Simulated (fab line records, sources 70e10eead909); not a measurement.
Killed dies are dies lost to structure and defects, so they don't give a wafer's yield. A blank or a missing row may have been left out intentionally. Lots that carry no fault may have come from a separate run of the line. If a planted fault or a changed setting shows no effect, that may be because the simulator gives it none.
Chamber matching ; flow nandHarc ; NHARC_A_ZERO_WELL_ETCH_19 on rieDiel-13: 4 sister chambers
The step etches the open film in N2/H2, target depth 80 nm, overetch 24 nm, time 87.88 s. 33 wafers are shown with their chamber, then 12 later ones without.

## WAFERS PAIRED WITH THEIR CHAMBERS
wafer;chamber;showerheadPlenumPTorr (Torr);drypumpMotorCurrentA (A);oesProductAu (a.u.)
L074.1;3;1.91;6.1;0.983
L074.4;2;2.04;6.7;1.010
L074.6;1;1.90;5.0;1.016
L075.2;3;1.91;6.0;0.994
L075.5;3;1.91;6.0;0.993
L075.6;0;1.97;6.1;0.985
L077.2;1;1.90;5.0;1.017
L077.4;2;2.04;6.7;1.021
L077.6;0;1.97;6.1;0.996
L081.2;0;1.97;6.1;0.973
L081.3;1;1.90;5.0;0.996
L081.5;1;1.90;5.0;1.012
L082.1;3;1.90;6.0;0.977
L082.2;1;1.90;5.0;1.010
L082.5;0;1.96;6.1;0.978
L083.2;3;1.91;6.0;0.980
L083.4;1;1.90;5.0;1.012
L083.5;1;1.90;5.0;1.023
L084.1;2;2.04;6.7;1.027
L084.3;1;1.90;5.0;1.014
L084.6;1;1.90;5.0;1.009
L085.1;2;2.04;6.7;1.024
L085.2;3;1.90;6.1;0.973
L085.4;0;1.96;6.1;0.979
L086.1;2;2.04;6.7;1.028
L086.3;3;1.90;6.1;0.973
L086.4;1;1.90;5.0;1.014
L088.1;1;1.90;5.1;1.006
L088.2;0;1.96;6.1;0.979
L088.5;1;1.90;5.0;1.005
L090.2;2;2.04;6.7;1.028
L090.3;0;1.96;6.0;0.994
L090.6;2;2.04;6.7;1.022

SIGNATURES, as means of the wafers listed above
reading;chamber 0;chamber 1;chamber 2;chamber 3;scatter within a chamber
showerheadPlenumPTorr;1.9643;1.9000;2.0400;1.9057;0.00344
drypumpMotorCurrentA;6.086;5.008;6.700;6.043;0.0347
oesProductAu;0.98343;1.01117;1.02286;0.98186;0.00757
Rule: a wafer lies at a distance from a chamber equal to the root of the sum of squares, over the readings, of (its reading less the chamber's mean, divided by the reading's scatter). If the next closest chamber is less than 2 further off than the closest, the wafer can't be placed; otherwise it belongs to the closest. The scatter: take each reading less its chamber's mean, square it, sum over the shown wafers, divide by the number of wafers less the number of chambers, and take the root.

## WAFERS WHOSE CHAMBER IS MISSING
wafer;showerheadPlenumPTorr (Torr);drypumpMotorCurrentA (A);oesProductAu (a.u.)
L092.4;1.96;6.1;0.992
L092.5;1.90;5.0;1.006
L092.6;1.96;6.1;0.992
L093.2;1.96;6.0;0.993
L093.3;2.04;6.7;1.002
L093.6;1.90;6.0;0.974
L095.3;1.96;6.1;0.993
L095.5;1.90;6.0;0.989
L095.6;1.96;6.1;0.986
L094.1;1.96;6.1;0.978
L094.3;1.90;6.0;0.987
L094.4;1.96;6.0;0.992

## CHAMBER TAKEN BY EACH
wafer;from the rows above;in truth
L092.4;0;0
L092.5;1;1
L092.6;0;0
L093.2;0;0
L093.3;2;2
L093.6;3;3
L095.3;0;0
L095.5;3;3
L095.6;0;0
L094.1;0;0
L094.3;3;3
L094.4;0;0
12 of 12 placed correctly. Not placeable from these rows: 0. Wrongly placed: 0.
